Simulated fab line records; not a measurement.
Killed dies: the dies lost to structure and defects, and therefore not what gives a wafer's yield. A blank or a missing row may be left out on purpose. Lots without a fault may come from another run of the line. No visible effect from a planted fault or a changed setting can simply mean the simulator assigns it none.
Split-lot experiment ; flow n5-finfet ; 7 lots, 21 wafers read, on a route of 1938 steps

## ABOUT THE SPLIT
At N5_BEOL_M12_TRENCH_ETCH_34 (etches SiOC in C4F8/O2/Ar, target depth 318.95 nm, time 125.5 s), the setting time-s was moved away from the recipe's 125.5 s on 6 of the 21 wafers read, by -16.8% to +20.2%. For the rest of the wafers, this setting stayed at what the recipe calls for.

## FROM THE SPLIT TO THE READING: what the file shows between them, 10 steps
- N5_BEOL_M12_STRIP_70: strips in C4F8/O2/Ar
- N5_BEOL_M12_OCD_MEAS_35
- N5_BEOL_M12_STRIP_37: strips in N2/H2
- N5_BEOL_M12_ETCH_38: etches SiCN in CF4/N2, target depth 68.7 nm, time 73.4 s
- N5_BEOL_M12_ECD_47: material Cu, target thk 720 nm
- N5_BEOL_M12_ANNEAL_48: time 90 s
- N5_BEOL_M12_CMP_49: polishes, stops on SiOC, t overpolish 20.6 s, target thk 320 nm
- N5_BEOL_M12_THK_MEAS_50: measures by xrf
- N5_BEOL_M12_PRE_CLEAN_52: time 15 s
- N5_BEOL_M12_DEP_53: deposits SiCN from 3MS/NH3, target thk 30 nm, time 10.5 s

## THE READING
Measured at N5_BEOL_M12_RS_MEAS_54 by four-point probe: M12_RS, in ohm/sq. A value of 0.0599 ohm/sq with a standard deviation of 0.00074 ohm/sq is what fault-free wafers of this fab line usually give.

wafer;tool, chamber at the split;time-s as run, s;against the recipe;M12_RS, ohm/sq;against lot-mates on the recipe
L075.1;rie-diel-05, 2;125.5;recipe;0.0591;-
L075.3;rie-diel-05, 1;125.5;recipe;0.0603;-
L075.4;rie-diel-05, 3;125.5;recipe;0.0609;-
L076.1;rie-diel-06, 2;150.8;+20.2%;0.0484;no lot-mate on the recipe
L076.2;rie-diel-06, 1;150.8;+20.2%;0.0492;no lot-mate on the recipe
L076.6;rie-diel-06, 2;150.8;+20.2%;0.0489;no lot-mate on the recipe
L077.2;rie-diel-06, 2;125.5;recipe;0.0602;-
L077.5;rie-diel-06, 0;125.5;recipe;0.0598;-
L077.6;rie-diel-06, 1;125.5;recipe;0.0600;-
L080.4;rie-diel-01, 0;104.4;-16.8%;0.0729;+0.0135
L080.5;rie-diel-01, 3;104.4;-16.8%;0.0726;+0.0132
L080.6;rie-diel-01, 2;125.5;recipe;0.0594;-
L087.1;rie-diel-01, 0;125.5;recipe;0.0589;-
L087.2;rie-diel-01, 1;125.5;recipe;0.0601;-
L087.4;rie-diel-01, 3;125.5;recipe;0.0597;-
L089.2;rie-diel-05, 0;125.5;recipe;0.0606;-
L089.3;rie-diel-05, 1;125.5;recipe;0.0605;-
L089.5;rie-diel-05, 0;125.5;recipe;0.0606;-
L090.1;rie-diel-05, 1;125.5;recipe;0.0608;-
L090.2;rie-diel-05, 2;108.3;-13.7%;0.0688;+0.0078
L090.4;rie-diel-05, 0;125.5;recipe;0.0612;-

FIT RESULTS
A straight line over all 21 wafers: M12_RS changes by -0.000624 ohm/sq for each +1% of time-s; r = -0.99; the points scatter about the line by 0.00095 ohm/sq.
The same after taking each lot's own level away (the mean of its wafers on the recipe; 18 wafers): -0.00074 ohm/sq for each +1%; r = -0.99; scatter 0.00078 ohm/sq.
On that fit, the largest move of time-s shifts the reading by 0.015 ohm/sq.
The span of the lots' own levels, 0.05940 to 0.06100 ohm/sq, comes to 2.2 times the standard deviation stated above.
So the slope is not independent of the lot-to-lot level: the two fits are not the same.
Check: for one of the wafers moved furthest among these (-16.8%), held out of the fit, the line's prediction against its lot-mates is +0.0118 ohm/sq. It came out at +0.0135 ohm/sq against them.

## OTHER SPLITS ON THESE WAFERS
Other splits were also applied to these wafers ahead of the reading. Each is held against what the fit with the lots' levels taken away leaves over:
other split on the same wafers;wafers away from the commonest value;r with M12_RS (lot level and that fit taken away)
N5_BEOL_M12_ETCH_68 time-s;6;+0.09

## THE WHOLE CHAIN: every reading that the file lists as answering this split, in the file's order
step;what it does;reading;change (the file's fit);r (the file's)
N5_BEOL_M12_TRENCH_ETCH_34;etches SiOC in C4F8/O2/Ar, target depth 318.95 nm, time 125.5 s;etch.depth-nm (the simulator's own value, which no gauge read);+2.94 nm for each +1% of the setting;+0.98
N5_BEOL_M12_OCD_MEAS_35;;trench-depth-nm;+2.91 nm for each +1% of the setting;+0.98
N5_BEOL_M12_CMP_49;polishes, stops on SiOC, t overpolish 20.6 s, target thk 320 nm;Cu_of_BEOL_M12_ECD_47.thk-nm (the simulator's own value, which no gauge read);+2.96 nm for each +1% of the setting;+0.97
N5_BEOL_M12_THK_MEAS_50;measures by xrf;M12_THK;+3.02 for each +1% of the setting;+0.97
N5_BEOL_M12_RS_MEAS_54;measures by four-point-probe;M12_RS;-0.000703 for each +1% of the setting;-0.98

## THE FILE'S OWN FIT
M12_RS changes by -0.000703 ohm/sq for each +1% of time-s, r = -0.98.
